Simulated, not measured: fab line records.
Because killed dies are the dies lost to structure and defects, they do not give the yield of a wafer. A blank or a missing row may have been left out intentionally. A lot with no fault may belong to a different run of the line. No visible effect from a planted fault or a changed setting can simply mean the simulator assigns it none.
Which tool did it? / flow nand harc / Sampling: 12 lots, 36 wafers, 6 of 1159 route steps

## WHAT EACH GAUGE READ, for each wafer
NHARC_A_CONTACT_CD_MEAS_69 targets a cd of 200 nm.
lot=L074; measured=day 16 20:52; on=cd sem-01; cd nm (nm)=200.4 200.5 200.2
lot=L077; measured=day 17 01:55; on=cd sem-01; cd nm (nm)=199.8 199.4 199.5
lot=L080; measured=day 18 08:22; on=cd sem-01; cd nm (nm)=199.9 200.4 199.8
lot=L083; measured=day 18 18:46; on=cd sem-02; cd nm (nm)=200.1 199.9 199.7
lot=L081; measured=day 18 22:45; on=cd sem-03; cd nm (nm)=200.7 200.5 200.2
lot=L084; measured=day 19 12:09; on=cd sem-01; cd nm (nm)=200.0 199.8 200.6
lot=L087; measured=day 19 23:34; on=cd sem-02; cd nm (nm)=200.6 200.3 200.5
lot=L088; measured=day 20 04:35; on=cd sem-01; cd nm (nm)=199.9 200.0 199.8
lot=L093; measured=day 21 01:29; on=cd sem-01; cd nm (nm)=200.6 200.2 200.9
lot=L094; measured=day 21 20:13; on=cd sem-01; cd nm (nm)=200.0 199.8 200.1
lot=L095; measured=day 22 01:29; on=cd sem-01; cd nm (nm)=200.1 199.9 200.8
lot=L097; measured=day 22 12:02; on=cd sem-03; cd nm (nm)=200.3 199.4 200.3

## WHAT TOOL EACH LOT RAN ON (gives the tool, then ch and the chambers of the sampled wafers, and finally the start)
lot=L074; NHARC_A_WL_FILL_STRIP_29=rie diel-13 ch 0,1,2, day 15 15:36; NHARC_A_WL_FILL_CMP_12=cmp-02 ch 1,2, day 16 04:07; NHARC_A_CONTACT_DEP_24=pecvd-03 ch 0,2, day 16 04:49; NHARC_A_CONTACT_ETCH_116=har cap etch-01 ch 0,1, day 16 12:49; NHARC_A_CONTACT_ETCH_121=har cap etch-01 ch 0,1, day 16 13:16
lot=L077; NHARC_A_WL_FILL_STRIP_29=rie diel-03 ch 0,1,2, day 15 22:19; NHARC_A_WL_FILL_CMP_12=cmp-01 ch 0,2,3, day 16 09:13; NHARC_A_CONTACT_DEP_24=pecvd-01 ch 1,2, day 16 09:48; NHARC_A_CONTACT_ETCH_116=har cap etch-02 ch 0,1, day 16 19:31; NHARC_A_CONTACT_ETCH_121=har cap etch-02 ch 0,1, day 16 19:59
lot=L080; NHARC_A_WL_FILL_STRIP_29=rie diel-03 ch 0,1,2, day 17 04:00; NHARC_A_WL_FILL_CMP_12=cmp-03 ch 0,2, day 17 19:34; NHARC_A_CONTACT_DEP_24=pecvd-03 ch 1,2, day 17 20:19; NHARC_A_CONTACT_ETCH_116=har cap etch-03 ch 0,1, day 18 01:50; NHARC_A_CONTACT_ETCH_121=har cap etch-03 ch 0,1, day 18 02:18
lot=L083; NHARC_A_WL_FILL_STRIP_29=rie diel-10 ch 1,2, day 17 17:01; NHARC_A_WL_FILL_CMP_12=cmp-01 ch 0,1, day 18 06:24; NHARC_A_CONTACT_DEP_24=pecvd-03 ch 0,1,2, day 18 06:57; NHARC_A_CONTACT_ETCH_116=har cap etch-01 ch 0,1, day 18 13:10; NHARC_A_CONTACT_ETCH_121=har cap etch-01 ch 0,1, day 18 13:37
lot=L081; NHARC_A_WL_FILL_STRIP_29=rie diel-10 ch 1,2,3, day 17 20:45; NHARC_A_WL_FILL_CMP_12=cmp-03 ch 0,1,2, day 18 11:46; NHARC_A_CONTACT_DEP_24=pecvd-02 ch 0,2, day 18 12:23; NHARC_A_CONTACT_ETCH_116=har cap etch-03 ch 1, day 18 17:59; NHARC_A_CONTACT_ETCH_121=har cap etch-03 ch 1, day 18 18:26
lot=L084; NHARC_A_WL_FILL_STRIP_29=rie diel-13 ch 0,2,3, day 18 13:43; NHARC_A_WL_FILL_CMP_12=cmp-01 ch 0,1,3, day 19 00:49; NHARC_A_CONTACT_DEP_24=pecvd-02 ch 1,2, day 19 01:19; NHARC_A_CONTACT_ETCH_116=har cap etch-03 ch 0, day 19 07:17; NHARC_A_CONTACT_ETCH_121=har cap etch-03 ch 0, day 19 07:44
lot=L087; NHARC_A_WL_FILL_STRIP_29=rie diel-10 ch 1,2,3, day 18 22:28; NHARC_A_WL_FILL_CMP_12=cmp-03 ch 0,1,2, day 19 09:05; NHARC_A_CONTACT_DEP_24=pecvd-02 ch 0,2, day 19 09:37; NHARC_A_CONTACT_ETCH_116=har cap etch-02 ch 0,1, day 19 17:07; NHARC_A_CONTACT_ETCH_121=har cap etch-02 ch 0,1, day 19 17:34
lot=L088; NHARC_A_WL_FILL_STRIP_29=rie diel-13 ch 0,3, day 19 03:43; NHARC_A_WL_FILL_CMP_12=cmp-01 ch 1,2, day 19 16:14; NHARC_A_CONTACT_DEP_24=pecvd-01 ch 0,1, day 19 16:47; NHARC_A_CONTACT_ETCH_116=har cap etch-02 ch 0, day 19 23:42; NHARC_A_CONTACT_ETCH_121=har cap etch-02 ch 0, day 20 00:09
lot=L093; NHARC_A_WL_FILL_STRIP_29=rie diel-10 ch 0,2, day 19 20:35; NHARC_A_WL_FILL_CMP_12=cmp-03 ch 2,3, day 20 11:55; NHARC_A_CONTACT_DEP_24=pecvd-01 ch 0,1,2, day 20 12:26; NHARC_A_CONTACT_ETCH_116=har cap etch-02 ch 0,1, day 20 20:17; NHARC_A_CONTACT_ETCH_121=har cap etch-02 ch 0,1, day 20 20:44
lot=L094; NHARC_A_WL_FILL_STRIP_29=rie diel-03 ch 1,2,3, day 20 15:28; NHARC_A_WL_FILL_CMP_12=cmp-01 ch 0,2,3, day 21 07:03; NHARC_A_CONTACT_DEP_24=pecvd-01 ch 0,1,2, day 21 07:44; NHARC_A_CONTACT_ETCH_116=har cap etch-01 ch 0,1, day 21 14:38; NHARC_A_CONTACT_ETCH_121=har cap etch-01 ch 0,1, day 21 15:05
lot=L095; NHARC_A_WL_FILL_STRIP_29=rie diel-13 ch 0,1,3, day 20 18:32; NHARC_A_WL_FILL_CMP_12=cmp-02 ch 0,2,3, day 21 14:15; NHARC_A_CONTACT_DEP_24=pecvd-02 ch 0,1, day 21 14:46; NHARC_A_CONTACT_ETCH_116=har cap etch-01 ch 0,1, day 21 20:38; NHARC_A_CONTACT_ETCH_121=har cap etch-01 ch 0,1, day 21 21:05
lot=L097; NHARC_A_WL_FILL_STRIP_29=rie diel-10 ch 0,1,3, day 21 09:55; NHARC_A_WL_FILL_CMP_12=cmp-03 ch 1,2,3, day 22 00:35; NHARC_A_CONTACT_DEP_24=pecvd-02 ch 0,2, day 22 01:08; NHARC_A_CONTACT_ETCH_116=har cap etch-01 ch 0,1, day 22 06:38; NHARC_A_CONTACT_ETCH_121=har cap etch-01 ch 0,1, day 22 07:05
- NHARC_A_WL_FILL_STRIP_29: strips in O2, time 20 s.
- NHARC_A_WL_FILL_CMP_12: polishes, t overpolish 30 s, target thk 75 nm.
- NHARC_A_CONTACT_DEP_24: deposits SiO2, target thk 500 nm.
- NHARC_A_CONTACT_ETCH_116: etches the open film in C4F8/O2/Ar, time 94 s, target depth 922 nm.
- NHARC_A_CONTACT_ETCH_121: etches the open film in C4F8/O2/Ar, time 94 s, target depth 922 nm.

## THE ANSWER, worked out from the rows above alone
Rule: the lots themselves supply what counts as usual. Put in order of their means at a reading, lots are off if they are a third of the lots or fewer, leave a main group of 4 or more, and stand apart from it by a gap of 3 or more times the standard deviation of the main group's means; of several such gaps the widest counts. A main group is skipped when, at the precision printed for the reading in the tables above, its means are all equal. Also off: a lot with no number at a reading for which 4 or more lots have one. The other lots that the step has rows for count as sound.
No lot is off on any of the readings shown, so nothing can be concluded from this.

## WHAT HAD BEEN PUT IN BY THE SIMULATOR
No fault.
